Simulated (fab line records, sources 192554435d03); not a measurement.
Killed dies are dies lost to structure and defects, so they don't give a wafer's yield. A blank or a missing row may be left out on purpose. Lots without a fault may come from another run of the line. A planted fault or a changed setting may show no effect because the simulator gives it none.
A struck lot beside a sound one | flow n5_finfet | 15 steps out of a route of 1938
Sound: wafers L130.1, L130.4, L130.6. Struck: wafers L132.1, L132.3. The cause comes at the end.
At each step with rows: each side's tool, then ch and its chambers, then its first start. Under that, the readings that differ: sound wafers | struck wafers | difference of the means | sigmas: that difference in standard deviations of wafers without a fault.
alike: readings whose means differ by less than 2 such deviations, and words and numbers that are the same on both sides. not compared: withheld readings, readings that some wafer has no value for, bounds like >300 that may hide the same value, and numbers for which the record gives no deviation and whose values overlap.
The two part at a step that has a row with sigmas, a row that says differs or no value, or rows on one side only. Numbers that don't overlap but have no deviation are shown without sigmas and don't part them. A reading that every wafer of one side lacks parts them only if that side has two wafers or more.

first, 2 steps without rows for these wafers: N5_BEOL_M8_CURE_75 (cures SiCOH lowk, time 120 s); N5_BEOL_M8_DEGAS_44 (time 60 s).
N5_BEOL_M8_PRE_CLEAN_45: time 30 s.
  sound on pvd_sputter-03, day 10 22:47; struck on pvd_sputter-02, day 12 03:30
  alike: heater_power_w
N5_BEOL_M8_ALD_77: deposits TaN, target thk 2 nm, pulse time 2 s, purge time 3 s.
  sound on ald_metal-04 ch 0,1,3, day 10 22:55; struck on ald_metal-04 ch 1,3, day 12 03:44
  alike: heater_power_w, precursor_vessel_pressure_torr
N5_BEOL_M8_SURFACE_TREAT_79:
  sound on pvd_sputter-03, day 11 00:50; struck on pvd_sputter-03, day 12 04:01
  alike: ar_flow_sccm
  not compared: throttle_valve_pct
then, 1 step without rows for these wafers: N5_BEOL_M8_CVD_78 (deposits Co from CCTBA/H2, target thk 2 nm, time 142.3 s).
N5_BEOL_M8_SPUTTER_48: material Cu, target thk 10 nm, time 1.667 s.
  sound on pvd_sputter-03, day 11 01:14; struck on pvd_sputter-01, day 12 05:10
  alike: throttle_valve_pct
then, 2 steps without rows for these wafers: N5_BEOL_M8_ECD_50 (material Cu, target thk 300 nm); N5_BEOL_M8_ANNEAL_51 (time 90 s).
N5_BEOL_M8_CMP_52: polishes, stops on SiCOH lowk, t overpolish 6.9 s, target thk 80 nm.
  sound on cmp-04 ch 0,2,3, day 11 01:47; struck on cmp-03 ch 0,2, day 12 06:29
  reading                      | sound             | struck      | difference | sigmas
  retaining_ring_pressure_frac | 0.997 1.004 1.009 | 0.987 0.995 | -0.012     | -3
  alike: barrier_field_endpoint_s, clearing_platen_down_force_psi, motor_current_A, overpolish_run_s, time_to_endpoint_s
N5_BEOL_M8_THK_MEAS_53: measures by xrf.
  sound on film_metro-01, day 11 02:03; struck on film_metro-02, day 12 06:44
  alike: M8_THK
then, 1 step without rows for these wafers: N5_BEOL_M8_PRE_CLEAN_55 (time 15 s).
N5_BEOL_M8_DEP_56: deposits SiCN from 3MS/NH3, target thk 10 nm, time 17.5 s.
  sound on pecvd-02 ch 0,1,2, day 11 02:07; struck on pecvd-04 ch 0,2, day 12 06:48
  reading                                  | sound             | struck  | difference                    | sigmas
  rf_fwd_power_W (W)                       | 199.2 200.1 199.2 | - -     | no value on the struck wafers |
  model.SiCN_of_BEOL_M8_DEP_56.thk_nm (nm) | 10 9.8 10.4       | 4.4 4.4 | -5.7                          |
  alike: showerhead_plenum_p_Torr, throttle_valve_pct
N5_BEOL_M8_RS_MEAS_57: measures by four-point-probe.
  sound on film_metro-01, day 11 02:11; struck on film_metro-02, day 12 06:52
  alike: M8_RS
-- the record jumps here: 3 days lie between the struck wafers' starts before and after (it left off in module BEOL_M8 and takes up again in module PASSIVATION, whose first step shown is number 1936 of the route) --
N5_PASSIVATION_PROBE_49:
  sound on prober-01, day 13 18:16; struck on prober-02, day 14 20:26
  alike: defect_limited_yield, killed_at_M0_to_M3, killed_at_M4_up, killed_at_contacts, killed_at_front_end, killed_at_other, killed_dies, killed_open, killed_short, sort_bin_4_leakage, sort_bin_5_function, sort_bin_6_memory, sort_bin_8_speed, sort_n_pass, sort_yield_pct

WHERE THEY PART
First at N5_BEOL_M8_CMP_52; last, within this record, at N5_BEOL_M8_DEP_56. Later steps at which nothing parts them and some readings are alike: N5_BEOL_M8_RS_MEAS_57, N5_PASSIVATION_PROBE_49.

WHY: what the simulator had put in
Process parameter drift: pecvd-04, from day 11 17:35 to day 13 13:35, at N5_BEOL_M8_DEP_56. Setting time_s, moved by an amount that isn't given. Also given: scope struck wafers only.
